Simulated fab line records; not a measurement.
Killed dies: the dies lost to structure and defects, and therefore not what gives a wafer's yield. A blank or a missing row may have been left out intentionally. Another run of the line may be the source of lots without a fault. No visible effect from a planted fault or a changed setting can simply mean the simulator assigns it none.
Chamber matching || flow nand harc || NHARC_A_WL_FILL_CMP_12 on cmp-04: 4 sister chambers
The step polishes, t overpolish 30 s, target thk 100 nm. 4 wafers are shown with their chamber, then 10 later ones without.

WAFERS WITH THEIR CHAMBER
{"wafer": "L086.1", "chamber": 2, "motor current A (A)": 10.2}
{"wafer": "L086.6", "chamber": 0, "motor current A (A)": 9.5}
{"wafer": "L088.3", "chamber": 1, "motor current A (A)": 11.4}
{"wafer": "L088.5", "chamber": 3, "motor current A (A)": 12.3}

WAFERS WHOSE CHAMBER IS MISSING
{"wafer": "L088.6", "motor current A (A)": 9.8}
{"wafer": "L093.1", "motor current A (A)": 12.2}
{"wafer": "L093.4", "motor current A (A)": 10.4}
{"wafer": "L093.6", "motor current A (A)": 11.3}
{"wafer": "L095.2", "motor current A (A)": 10.8}
{"wafer": "L095.4", "motor current A (A)": 10.7}
{"wafer": "L095.6", "motor current A (A)": 12.1}
{"wafer": "L096.2", "motor current A (A)": 11.5}
{"wafer": "L096.4", "motor current A (A)": 9.8}
{"wafer": "L096.6", "motor current A (A)": 9.7}

EACH ONE'S CHAMBER
{"wafer": "L088.6", "from the rows above": "can't be placed: 0 or 2", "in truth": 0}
{"wafer": "L093.1", "from the rows above": 3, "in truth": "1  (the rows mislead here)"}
{"wafer": "L093.4", "from the rows above": 2, "in truth": 2}
{"wafer": "L093.6", "from the rows above": 1, "in truth": 1}
{"wafer": "L095.2", "from the rows above": "can't be placed: 1 or 2", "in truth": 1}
{"wafer": "L095.4", "from the rows above": "can't be placed: 2 or 1", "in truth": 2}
{"wafer": "L095.6", "from the rows above": "can't be placed: 3 or 1", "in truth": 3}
{"wafer": "L096.2", "from the rows above": 1, "in truth": 1}
{"wafer": "L096.4", "from the rows above": "can't be placed: 0 or 2", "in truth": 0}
{"wafer": "L096.6", "from the rows above": "can't be placed: 0 or 2", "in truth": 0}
3 of 10 placed correctly. Not placeable from these rows: 6 (in 6, the candidates include the true chamber). Number placed wrongly: 1.
How it was worked out, from the rows above alone: a wafer's distance from a chamber is the root of the sum, over the readings, of the square of ((its reading less the chamber's mean) divided by the reading's scatter). The wafer belongs to the nearest chamber; if the next one is less than 2 further off, it can't be placed. For every chamber, the mean is computed from those of its wafers that are shown. The scatter: root of mean squared gap, hidden wafer to nearest shown wafer, with one shown wafer a chamber.
